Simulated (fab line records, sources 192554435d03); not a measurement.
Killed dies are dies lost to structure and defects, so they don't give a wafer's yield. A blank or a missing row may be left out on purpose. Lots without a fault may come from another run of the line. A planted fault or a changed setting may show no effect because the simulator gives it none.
fab line records | flow n5_finfet
record lots=13 wafers=38 last_day=18
route steps=1938 shown ILD0@342 PASSIVATION@1909
lots that met no fault: from a run of the same line without faults
start_h: hours from the record's first day to the start of the lot's first wafer shown | wait_h: hours since the lot's step before | " the same as in the row above | L1.1+2: a row that stands for several wafers | - no value, or no start given | * or withheld: withheld | < > ~ a bound
route shown NAME@n: a module of which the file shows steps, and the number in the route of the first | usual: mean/standard deviation of fault-free wafers | same: alike in all rows | chamber/n: place in a boat | sites: the reading at each site | _std_site: their standard deviation | _edge_site: outer sites' mean less inner sites' | radius_mm: how far each site lies from the wafer's centre | mask NAME#n: copy n | behind: the tool/chamber that last shaped the wafer | hold: why the lot was held/for how many hours/how that ended | device: the transistor (n, p or np) that didn't switch | end of line: the same wafers' tests at the end of the route | a step without rows: its recipe alone | killed: dies lost to structure and defects at the first sort, not the wafer's yield | map: a wafer's dies, x killed, . not, _ none there
set.NAME: the setting as run; set.NAME@STEP: as run at that earlier step | model.NAME: the simulator's own value behind a step, which no gauge read
steps of the route over a sample of lots; a table a step, a row a wafer
services: from which hour (start_h, from the record's first day; less than 0 if before it) a tool's chamber was out of use, for how many hours, and why
## steps
# step N5_ILD0_PRECLEAN_10
# recipe chemistry=NF3:NH3 afs_cycles=5 time_s=20 temp_c=30 sublimation_temp_c=180 sublimation_time_s=60 pressure_torr=3 rf_power_w=30
# columns lot.wafer tool chamber start_h wait_h
L833.3+4+5 remote_plasma-01 0 68.33 0.3
L834.2+3+4 remote_plasma-02 0 74.89 0.1
L835.3+4+5 remote_plasma-02 0 82.64 0.3
L836.1+2+4 remote_plasma-01 0 84.55 0.0
L837.1+3+4 remote_plasma-02 1 94.49 0.0
L838.1+2+5 remote_plasma-02 0 102.28 0.0
L839.2+3+6 remote_plasma-02 0 104.96 0.1
L840.1+4+5 remote_plasma-01 1 112.35 0.0
L842.3+4+6 remote_plasma-01 0 122.29 0.3
L843.1+5 remote_plasma-01 0 128.37 0.0
L845.1+5+6 remote_plasma-01 0 144.57 0.0
L851.1+2+6 remote_plasma-02 0 177.77 0.0
L855.3+4+6 remote_plasma-01 1 202.39 0.3
# step N5_PASSIVATION_AL_ETCH_33
# recipe chemistry=Cl2/BCl3 target_depth_a=28000 over_etch_frac=0.15 Cl2_flow_sccm=180 bcl3_flow_sccm=60 target=Al stop_on=TaN time_s=466.7 ion_energy_ev=100 pressure_mtorr=10 icp_w=900 bias_w=100
# usual drypump_motor_current_A=5.53/0.28 oes_product_au=0.74/0.067 throttle_valve_pct=34.6/0.4
# columns lot.wafer tool chamber start_h wait_h drypump_motor_current_A oes_product_au rf_hours_counter_h throttle_valve_pct
L834.2 rie_metal-01 0 269.09 0.1 5.50 0.77 15 35.1
L834.3 " 0 " " 5.52 0.77 - 35.1
L834.4 " 1 " " 5.66 0.80 - 34.0
L833.3 rie_metal-01 0 280.66 0.2 5.46 0.77 - 35.1
L833.4 " 1 " " 5.62 0.80 - 34.0
L833.5 " 1 " " 5.64 0.80 - 34.0
L835.3 rie_metal-01 1 289.42 0.2 5.65 0.78 - 34.0
L835.4 " 0 " " 5.49 0.75 - 35.1
L835.5 " 0 " " 5.48 0.75 - 35.1
L838.1 rie_metal-02 1 304.59 0.1 5.51 0.83 8 34.5
L838.2 " 0 " " 4.92 0.83 4 34.4
L838.5 " 0 " " 4.96 0.82 - 34.4
L836.1 rie_metal-03 1 308.04 0.1 5.93 0.70 47 34.9
L836.2 " 0 " " 5.66 0.64 70 34.6
L836.4 " 0 " " 5.68 0.64 - 34.6
L837.1 rie_metal-01 0 308.29 0.1 5.48 0.76 19 35.1
L837.3 " 0 " " 5.46 0.77 - 35.1
L837.4 " 1 " " 5.64 0.78 - 34.0
L839.2 rie_metal-01 1 315.45 0.1 5.63 0.78 23 34.0
L839.3 " 1 " " 5.63 0.77 - 34.0
L839.6 " 0 " " 5.49 0.76 - 35.1
L842.3 rie_metal-01 0 338.45 0.2 5.46 0.75 - 35.1
L842.4 " 1 " " 5.65 0.77 - 34.0
L842.6 " 1 " " 5.66 0.77 - 34.0
L840.1 rie_metal-02 0 338.47 0.1 4.95 0.82 7 34.3
L840.4 " 0 " " 4.96 0.81 - 34.4
L840.5 " 0 " " 4.97 0.81 - 34.4
L843.1 rie_metal-02 0 344.67 0.1 4.95 0.80 8 34.4
L843.5 " 0 " " 4.92 0.82 - 34.3
L845.1 rie_metal-03 1 363.64 0.1 5.92 0.68 52 35.0
L845.5 " 0 " " 5.68 0.61 - 34.7
L845.6 " 1 " " 5.91 0.68 - 35.0
L851.1 rie_metal-03 1 381.71 0.1 5.92 0.67 53 35.0
L851.2 " 0 " " 5.66 0.61 77 34.7
L851.6 " 0 " " 5.69 0.61 - 34.7
L855.3 rie_metal-03 1 432.16 0.3 5.89 0.66 - 35.0
L855.4 " 0 " " 5.67 0.61 - 34.7
L855.6 " 1 " " 5.91 0.67 - 35.0
# step N5_PASSIVATION_CD_MEAS_44
# recipe target_cd_nm=40000 landing_energy_ev=500 detector=se_inlens
# usual cd_nm=40000/4.7
# columns lot.wafer tool chamber start_h wait_h cd_nm
L834.2 cd_sem-03 0 270.81 - 39997
L834.3 " 0 " " 39988
L834.4 " 0 " " 39991
L833.3 cd_sem-02 0 282.20 - 40000
L833.4 " 0 " " 39996
L833.5 " 0 " " 39994
L835.3 cd_sem-02 0 290.85 - 39999
L835.4 " 0 " " 40002
L835.5 " 0 " " 39992
L838.1 cd_sem-02 0 306.27 - 39999
L838.2 " 0 " " 40010
L838.5 " 0 " " 40007
L836.1 cd_sem-03 0 309.83 - 39998
L836.2 " 0 " " 40003
L836.4 " 0 " " 40001
L837.1 cd_sem-02 0 310.15 - 39995
L837.3 " 0 " " 39995
L837.4 " 0 " " 39992
L839.2 cd_sem-02 0 317.21 - 39998
L839.3 " 0 " " 40001
L839.6 " 0 " " 39997
L842.3 cd_sem-03 0 339.88 - 40004
L842.4 " 0 " " 39995
L842.6 " 0 " " 39999
L840.1 cd_sem-01 0 340.10 - 40005
L840.4 " 0 " " 40002
L840.5 " 0 " " 40001
L843.1 cd_sem-02 0 346.24 - 40005
L843.5 " 0 " " 40002
L845.1 cd_sem-03 0 365.20 - 40004
L845.5 " 0 " " 39993
L845.6 " 0 " " 40002
L851.1 cd_sem-03 0 383.46 - 39997
L851.2 " 0 " " 40003
L851.6 " 0 " " 39996
L855.3 cd_sem-01 0 433.72 - 39998
L855.4 " 0 " " 40005
L855.6 " 0 " " 39997
# step N5_PASSIVATION_PROBE_49
# usual defect_limited_yield=91.5/1.3 killed_at_M0_to_M3=36/10 killed_at_M4_up=13/4.7 killed_at_contacts=13/6.7 killed_at_front_end=37/9.7 killed_at_other=2.6/2.3 killed_dies=101/15 killed_open=67/12 killed_short=32/6.7 sort_bin_4_leakage=0.0/0.31 sort_bin_5_function=5.0/0.89 sort_bin_6_memory=3.2/0.63 sort_bin_8_speed=0.01/0.03 sort_n_pass=1079/16 sort_yield_pct=91.4/1.4
# same gross_dies=1180 killed_at_back_side=0
# columns lot.wafer tool chamber start_h wait_h defect_limited_yield[%] killed_at_M0_to_M3 killed_at_M4_up killed_at_contacts killed_at_front_end killed_at_other killed_dies killed_open killed_short sort_bin_4_leakage[%] sort_bin_5_function[%] sort_bin_6_memory[%] sort_bin_8_speed[%] sort_n_pass sort_yield_pct[%]
L838.1 prober-02 - 309.42 0.0 91.1 26 12 22 45 0 105 80 24 0 5.0 3.5 0 1075 91.1
L838.2 prober-02 - 309.47 0.1 90.9 35 10 10 45 7 107 64 42 0 4.7 4.2 0 1073 90.9
L838.5 prober-02 - 309.62 0.2 89.7 43 22 12 43 1 121 81 39 0 6.0 3.8 0 1059 89.7
L836.1 prober-01 - 312.98 0.0 91.9 28 8 17 37 5 95 70 25 0 4.7 3.3 0 1085 91.9
L836.2 prober-01 - 313.03 0.1 92.7 27 9 15 30 5 86 57 25 0 4.2 2.7 0 1094 92.7
L836.4 prober-01 - 313.13 0.2 93.1 30 17 8 25 2 82 54 26 0 4.2 2.7 0 1098 93.1
L837.1 prober-02 - 313.49 0.0 92.6 30 16 11 29 1 87 55 31 0 4.3 2.7 0 1093 92.6
L837.3 prober-02 - 313.59 0.1 91.7 45 2 9 39 3 98 59 34 0 5.1 3.0 0 1082 91.7
L837.4 prober-02 - 313.64 0.2 91.9 38 9 6 40 3 96 53 42 0.3 5.4 2.3 0 1081 91.6
L839.2 prober-01 - 320.39 0.1 93.3 30 8 10 29 2 79 56 23 0 4.1 2.5 0 1101 93.3
L839.3 prober-01 - 320.44 0.1 91.0 29 12 17 47 1 106 56 44 0 4.7 3.4 0 1074 91.0
L839.6 prober-01 - 320.59 0.3 91.5 22 9 23 43 3 100 65 35 0 4.9 3.5 0 1080 91.5
L840.1 prober-01 - 343.90 0.0 92.8 34 10 18 23 0 85 55 29 0 4.5 2.4 0.08 1095 92.8
L840.4 prober-01 - 344.05 0.2 92.7 36 12 15 21 2 86 57 29 0 3.9 2.9 0 1094 92.7
L840.5 prober-01 - 344.10 0.2 90.8 44 13 25 24 2 108 76 32 0 5.0 3.8 0 1072 90.8
L845.1 prober-02 - 368.33 0.0 94.5 23 10 9 17 6 65 44 20 0 3.1 2.2 0 1115 94.5
L845.5 prober-02 - 368.53 0.2 93.3 24 9 15 27 4 79 50 26 0 3.2 3.0 0 1101 93.3
L845.6 prober-02 - 368.58 0.3 90.8 53 8 6 38 3 108 71 35 0 4.2 4.3 0 1072 90.8
L851.1 prober-02 - 387.00 0.0 83.6 27 17 8 140 2 194 54 27 0 10.6 3.6 0 986 83.6
L851.2 prober-02 - 387.05 0.1 81.9 33 6 24 149 2 214 58 34 0 11.5 4.9 0 966 81.9
L851.6 prober-02 - 387.25 0.3 83.8 24 11 14 139 3 191 51 17 0 10.5 4.2 0 989 83.8
# killed by level:class
L838.1 MOL_CONTACT_COAG:geometric_particle:open=18 FIN_SAQP:geometric_particle:open=14 BEOL_M1:geometric_particle:open=8 BEOL_M2:geometric_particle:open=7 DUMMY_GATE:geometric_particle:open=5 BEOL_M3:geometric_particle:open=5 FIN_SAQP:geometric_particle:short=4 MOL_CONTACT_COAG:geometric_particle:short=4
L838.2 FIN_SAQP:geometric_particle:open=15 FIN_SAQP:geometric_particle:short=12 BEOL_M0_SAQP:geometric_particle:short=9 MOL_CONTACT_COAG:geometric_particle:open=8 BEOL_M0_SAQP:geometric_particle:open=7 BEOL_M1:geometric_particle:open=6 BEOL_M3:geometric_particle:open=6 STI_FIN_REVEAL:geometric_particle:open=5
L838.5 FIN_SAQP:geometric_particle:open=14 BEOL_M0_SAQP:geometric_particle:open=11 MOL_CONTACT_COAG:geometric_particle:open=9 BEOL_M0_SAQP:geometric_particle:short=9 BEOL_M3:geometric_particle:open=9 BEOL_M4:geometric_particle:open=8 BEOL_M2:geometric_particle:open=6 BEOL_M4:geometric_particle:short=6
L836.1 MOL_CONTACT_COAG:geometric_particle:open=14 STI_FIN_REVEAL:geometric_particle:open=10 BEOL_M3:geometric_particle:open=9 BEOL_M0_SAQP:geometric_particle:open=5 BEOL_M1:geometric_particle:open=5 FIN_SAQP:geometric_particle:open=4 STARTING-WAFER:geometric_particle:short=4 DUMMY_GATE:geometric_particle:open=3
L836.2 MOL_CONTACT_COAG:geometric_particle:open=11 FIN_SAQP:geometric_particle:open=8 BEOL_M1:geometric_particle:open=7 BEOL_M3:geometric_particle:open=7 FIN_SAQP:geometric_particle:short=5 STI_FIN_REVEAL:geometric_particle:open=5 MOL_CONTACT_COAG:geometric_particle:short=4 BEOL_M4:geometric_particle:open=4
L836.4 BEOL_M1:geometric_particle:open=10 MOL_CONTACT_COAG:geometric_particle:open=7 BEOL_M3:geometric_particle:open=7 BEOL_M4:geometric_particle:open=6 FIN_SAQP:geometric_particle:short=5 GATE_CUT:geometric_particle:short=5 BEOL_M2:geometric_particle:open=5 BEOL_M5:geometric_particle:open=5
L837.1 BEOL_M0_SAQP:geometric_particle:short=16 MOL_CONTACT_COAG:geometric_particle:open=10 BEOL_M0_SAQP:geometric_particle:open=8 BEOL_M4:geometric_particle:open=5 BEOL_M6:geometric_particle:open=4 STI_FIN_REVEAL:geometric_particle:open=4 DUMMY_GATE:geometric_particle:short=4 DUMMY_GATE:geometric_particle:open=4
L837.3 BEOL_M0_SAQP:geometric_particle:open=13 BEOL_M0_SAQP:geometric_particle:short=12 BEOL_M3:geometric_particle:open=10 FIN_SAQP:geometric_particle:short=8 STI_FIN_REVEAL:geometric_particle:open=8 FIN_SAQP:geometric_particle:open=5 DUMMY_GATE:geometric_particle:open=5 MOL_CONTACT_COAG:geometric_particle:short=5
L837.4 BEOL_M0_SAQP:geometric_particle:short=15 BEOL_M0_SAQP:geometric_particle:open=13 STI_FIN_REVEAL:geometric_particle:open=9 DUMMY_GATE:geometric_particle:short=6 DUMMY_GATE:geometric_particle:open=5 MOL_CONTACT_COAG:geometric_particle:open=5 STARTING-WAFER:geometric_particle:open=4 BEOL_M2:geometric_particle:open=3
L839.2 BEOL_M1:geometric_particle:open=10 FIN_SAQP:geometric_particle:open=8 MOL_CONTACT_COAG:geometric_particle:open=8 BEOL_M0_SAQP:geometric_particle:short=7 STI_FIN_REVEAL:geometric_particle:open=5 ILD0:geometric_particle:short=4 BEOL_M0_SAQP:geometric_particle:open=4 DUMMY_GATE:geometric_particle:open=3
L839.3 BEOL_M3:geometric_particle:open=12 MOL_CONTACT_COAG:geometric_particle:short=10 FIN_SAQP:geometric_particle:open=8 FIN_SAQP:geometric_particle:short=8 GATE_CUT:geometric_particle:short=8 MOL_CONTACT_COAG:geometric_particle:open=7 HKMG_FIN:area_etch=6 BEOL_M0_SAQP:geometric_particle:short=4
L839.6 MOL_CONTACT_COAG:geometric_particle:open=18 ILD0:geometric_particle:short=9 BEOL_M3:geometric_particle:open=9 STI_FIN_REVEAL:geometric_particle:open=6 FIN_SAQP:geometric_particle:open=5 GATE_CUT:geometric_particle:short=5 GATE_CUT:geometric_particle:open=5 MOL_CONTACT_COAG:geometric_particle:short=5
L840.1 MOL_CONTACT_COAG:geometric_particle:open=14 BEOL_M0_SAQP:geometric_particle:short=10 BEOL_M0_SAQP:geometric_particle:open=7 BEOL_M3:geometric_particle:open=6 STI_FIN_REVEAL:geometric_particle:open=4 GATE_CUT:geometric_particle:short=4 MOL_CONTACT_COAG:geometric_particle:short=4 BEOL_M0:geometric_particle:open=4
L840.4 MOL_CONTACT_COAG:geometric_particle:open=13 BEOL_M0_SAQP:geometric_particle:open=10 BEOL_M0_SAQP:geometric_particle:short=8 BEOL_M4:geometric_particle:open=7 DUMMY_GATE:geometric_particle:open=5 BEOL_M3:geometric_particle:open=4 BEOL_M1:geometric_particle:open=3 BEOL_M2:geometric_particle:open=3
L840.5 MOL_CONTACT_COAG:geometric_particle:open=22 BEOL_M0_SAQP:geometric_particle:open=13 BEOL_M0_SAQP:geometric_particle:short=11 BEOL_M3:geometric_particle:open=11 DUMMY_GATE:geometric_particle:open=4 STARTING-WAFER:geometric_particle:open=4 FIN_SAQP:geometric_particle:short=3 GATE_CUT:geometric_particle:short=3
L845.1 MOL_CONTACT_COAG:geometric_particle:open=7 BEOL_M1:geometric_particle:open=6 FIN_SAQP:geometric_particle:open=4 GATE_CUT:geometric_particle:short=4 BEOL_M3:geometric_particle:open=4 FIN_SAQP:geometric_particle:short=3 BEOL_M0:geometric_particle:open=3 BEOL_M2:geometric_particle:open=3
L845.5 MOL_CONTACT_COAG:geometric_particle:open=13 FIN_SAQP:geometric_particle:short=6 BEOL_M3:geometric_particle:open=5 FIN_CUT:geometric_particle:short=4 FIN_SAQP:geometric_particle:open=3 STI_FIN_REVEAL:geometric_particle:open=3 BEOL_M0_SAQP:geometric_particle:open=3 BEOL_M0:geometric_particle:short=3
L845.6 BEOL_M2:geometric_particle:open=14 BEOL_M3:geometric_particle:open=10 GATE_CUT:geometric_particle:open=7 BEOL_M0_SAQP:geometric_particle:short=6 BEOL_M0_SAQP:geometric_particle:open=6 BEOL_M2:geometric_particle:short=6 DUMMY_GATE:geometric_particle:open=5 MOL_CONTACT_COAG:geometric_particle:open=5
L851.1 ILD0:unspecified=111 BEOL_M4:geometric_particle:open=9 MOL_CONTACT_COAG:geometric_particle:open=7 STI_FIN_REVEAL:geometric_particle:open=6 BEOL_M0_SAQP:geometric_particle:open=6 GATE_CUT:geometric_particle:short=5 BEOL_M0_SAQP:geometric_particle:short=5 BEOL_M2:geometric_particle:open=4
L851.2 ILD0:unspecified=121 MOL_CONTACT_COAG:geometric_particle:open=21 BEOL_M0_SAQP:geometric_particle:short=13 GATE_CUT:geometric_particle:short=5 BEOL_M3:geometric_particle:open=5 FIN_SAQP:geometric_particle:short=4 STI_FIN_REVEAL:geometric_particle:open=4 BEOL_M0_SAQP:geometric_particle:open=4
L851.6 ILD0:unspecified=123 MOL_CONTACT_COAG:geometric_particle:open=10 BEOL_M2:geometric_particle:open=10 DUMMY_GATE:geometric_particle:open=4 MOL_CONTACT_COAG:geometric_particle:short=4 BEOL_M1:geometric_particle:open=4 BEOL_M3:geometric_particle:open=4 BEOL_M0_SAQP:geometric_particle:short=3
## services
# columns tool chamber start_h hours kind
rie_metal-03 - 52.11 0.8 repair
rie_metal-01 0 90.98 - clean
rie_metal-01 0 90.98 19.3 scheduled_down
rie_metal-01 0 90.98 19.3 vent_cycle
rie_metal-01 1 176.04 4.8 repair
remote_plasma-02 - 194.43 0.2 repair
rie_metal-02 1 204.81 - clean
rie_metal-02 1 204.81 15.8 scheduled_down
rie_metal-02 1 204.81 15.8 vent_cycle
rie_metal-02 0 220.62 - clean
rie_metal-02 0 220.62 19.0 scheduled_down
rie_metal-02 0 220.62 19.0 vent_cycle
rie_metal-03 - 242.53 0.8 repair
rie_metal-02 - 260.14 0.2 repair
rie_metal-02 - 268.16 2.8 pm
rie_metal-01 0 311.77 1.4 repair
rie_metal-01 1 317.85 17.7 repair
rie_metal-03 1 372.67 4.0 repair
## key
first_sign step=N5_PASSIVATION_PROBE_49 reading=killed_at_front_end direction=up sigmas=11 usual=37 struck=143
effect step=N5_PASSIVATION_PROBE_49 reading=defect_limited_yield direction=down sigmas=6.4 usual=91.5 struck=83.1
more_kills_born_at N5_ILD0_PRECLEAN_10@remote_plasma-02=355
met_at N5_ILD0_PRECLEAN_10
struck_lots L851
struck_wafers L851.1,L851.2,L851.6
not_acting_at N5_PASSIVATION_AL_ETCH_33,N5_PASSIVATION_CD_MEAS_44
onset_between 104.96 177.77
fault kind=chamber_particle_source tool=remote_plasma-02 chamber=0 onset_h=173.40 steps=N5_ILD0_PRECLEAN_10 rate_per_visit_cm2=0.74923 end_h=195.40
